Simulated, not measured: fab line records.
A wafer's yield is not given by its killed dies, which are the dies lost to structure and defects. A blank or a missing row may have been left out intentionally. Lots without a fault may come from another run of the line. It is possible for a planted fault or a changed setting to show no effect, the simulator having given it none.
Chamber matching / flow n5_finfet / 4 sister chambers for N5_SD_EPI_P_ETCHBACK_46 on rie_diel-05
The step etches SiNx in CH3F/O2, stops on SiO2, target depth 17.5 nm. 20 wafers are shown with their chamber, then 10 later ones without.

== EACH WAFER AND ITS CHAMBER ==
wafer=L075.1; chamber=3; showerhead_plenum_p_Torr (Torr)=2.06; rf_vpp_V (V)=298; throttle_valve_pct (%)=16.56
wafer=L075.4; chamber=0; showerhead_plenum_p_Torr (Torr)=1.94; rf_vpp_V (V)=281; throttle_valve_pct (%)=16.31
wafer=L075.5; chamber=3; showerhead_plenum_p_Torr (Torr)=2.06; rf_vpp_V (V)=297; throttle_valve_pct (%)=16.56
wafer=L078.1; chamber=2; showerhead_plenum_p_Torr (Torr)=2.03; rf_vpp_V (V)=302; throttle_valve_pct (%)=15.80
wafer=L078.5; chamber=0; showerhead_plenum_p_Torr (Torr)=1.94; rf_vpp_V (V)=283; throttle_valve_pct (%)=16.35
wafer=L078.6; chamber=1; showerhead_plenum_p_Torr (Torr)=2.05; rf_vpp_V (V)=297; throttle_valve_pct (%)=16.03
wafer=L081.2; chamber=2; showerhead_plenum_p_Torr (Torr)=2.03; rf_vpp_V (V)=301; throttle_valve_pct (%)=15.81
wafer=L081.3; chamber=0; showerhead_plenum_p_Torr (Torr)=1.94; rf_vpp_V (V)=280; throttle_valve_pct (%)=16.34
wafer=L081.6; chamber=3; showerhead_plenum_p_Torr (Torr)=2.05; rf_vpp_V (V)=298; throttle_valve_pct (%)=16.58
wafer=L086.2; chamber=3; showerhead_plenum_p_Torr (Torr)=2.05; rf_vpp_V (V)=300; throttle_valve_pct (%)=16.21
wafer=L086.3; chamber=0; showerhead_plenum_p_Torr (Torr)=1.93; rf_vpp_V (V)=283; throttle_valve_pct (%)=16.36
wafer=L086.6; chamber=2; showerhead_plenum_p_Torr (Torr)=2.03; rf_vpp_V (V)=302; throttle_valve_pct (%)=15.83
wafer=L087.1; chamber=2; showerhead_plenum_p_Torr (Torr)=2.02; rf_vpp_V (V)=300; throttle_valve_pct (%)=15.83
wafer=L087.5; chamber=1; showerhead_plenum_p_Torr (Torr)=2.04; rf_vpp_V (V)=295; throttle_valve_pct (%)=16.04
wafer=L087.6; chamber=2; showerhead_plenum_p_Torr (Torr)=2.03; rf_vpp_V (V)=301; throttle_valve_pct (%)=15.84
wafer=L089.1; chamber=1; showerhead_plenum_p_Torr (Torr)=2.04; rf_vpp_V (V)=294; throttle_valve_pct (%)=16.07
wafer=L089.3; chamber=2; showerhead_plenum_p_Torr (Torr)=2.02; rf_vpp_V (V)=302; throttle_valve_pct (%)=15.83
wafer=L089.5; chamber=0; showerhead_plenum_p_Torr (Torr)=1.93; rf_vpp_V (V)=281; throttle_valve_pct (%)=16.37
wafer=L091.2; chamber=0; showerhead_plenum_p_Torr (Torr)=1.93; rf_vpp_V (V)=280; throttle_valve_pct (%)=16.38
wafer=L091.4; chamber=1; showerhead_plenum_p_Torr (Torr)=2.04; rf_vpp_V (V)=296; throttle_valve_pct (%)=16.07

SIGNATURES (means of the wafers above)
reading=showerhead_plenum_p_Torr; chamber 0=1.9350; chamber 1=2.0425; chamber 2=2.0267; chamber 3=2.0550; scatter within a chamber=0.00535
reading=rf_vpp_V; chamber 0=281.33; chamber 1=295.50; chamber 2=301.33; chamber 3=298.25; scatter within a chamber=1.18
reading=throttle_valve_pct; chamber 0=16.3517; chamber 1=16.0525; chamber 2=15.8233; chamber 3=16.4775; scatter within a chamber=0.0795
Rule: for each reading, subtract the chamber's mean from the wafer's reading, divide by that reading's scatter and square the result; add these up over the readings and take the root, which gives the wafer's distance from the chamber. The wafer belongs to the nearest chamber; if the next one is less than 2 further off, it can't be placed. The scatter is the square root of a quotient: the sum, over the shown wafers, of each reading's squared deviation from its chamber's mean, divided by wafers minus chambers.

== WAFERS MISSING THEIR CHAMBER ==
wafer=L091.6; showerhead_plenum_p_Torr (Torr)=2.02; rf_vpp_V (V)=300; throttle_valve_pct (%)=15.84
wafer=L092.1; showerhead_plenum_p_Torr (Torr)=1.93; rf_vpp_V (V)=283; throttle_valve_pct (%)=16.39
wafer=L092.2; showerhead_plenum_p_Torr (Torr)=2.04; rf_vpp_V (V)=295; throttle_valve_pct (%)=16.08
wafer=L092.3; showerhead_plenum_p_Torr (Torr)=2.02; rf_vpp_V (V)=301; throttle_valve_pct (%)=15.86
wafer=L094.1; showerhead_plenum_p_Torr (Torr)=2.02; rf_vpp_V (V)=301; throttle_valve_pct (%)=15.83
wafer=L094.4; showerhead_plenum_p_Torr (Torr)=1.93; rf_vpp_V (V)=282; throttle_valve_pct (%)=16.38
wafer=L094.5; showerhead_plenum_p_Torr (Torr)=2.04; rf_vpp_V (V)=296; throttle_valve_pct (%)=16.07
wafer=L097.3; showerhead_plenum_p_Torr (Torr)=2.02; rf_vpp_V (V)=302; throttle_valve_pct (%)=15.86
wafer=L097.4; showerhead_plenum_p_Torr (Torr)=2.05; rf_vpp_V (V)=298; throttle_valve_pct (%)=16.23
wafer=L097.5; showerhead_plenum_p_Torr (Torr)=2.05; rf_vpp_V (V)=296; throttle_valve_pct (%)=16.23

== THE CHAMBER EACH PASSED THROUGH ==
wafer=L091.6; from the rows above=2; in truth=2
wafer=L092.1; from the rows above=0; in truth=0
wafer=L092.2; from the rows above=1; in truth=1
wafer=L092.3; from the rows above=2; in truth=2
wafer=L094.1; from the rows above=2; in truth=2
wafer=L094.4; from the rows above=0; in truth=0
wafer=L094.5; from the rows above=1; in truth=1
wafer=L097.3; from the rows above=2; in truth=2
wafer=L097.4; from the rows above=can't be placed: 3 or 1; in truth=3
wafer=L097.5; from the rows above=can't be placed: 1 or 3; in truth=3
Correct placement for 8 of the 10. From these rows, 2 cannot be placed; in 2 the true chamber is one of the candidates. Wrongly placed: 0.
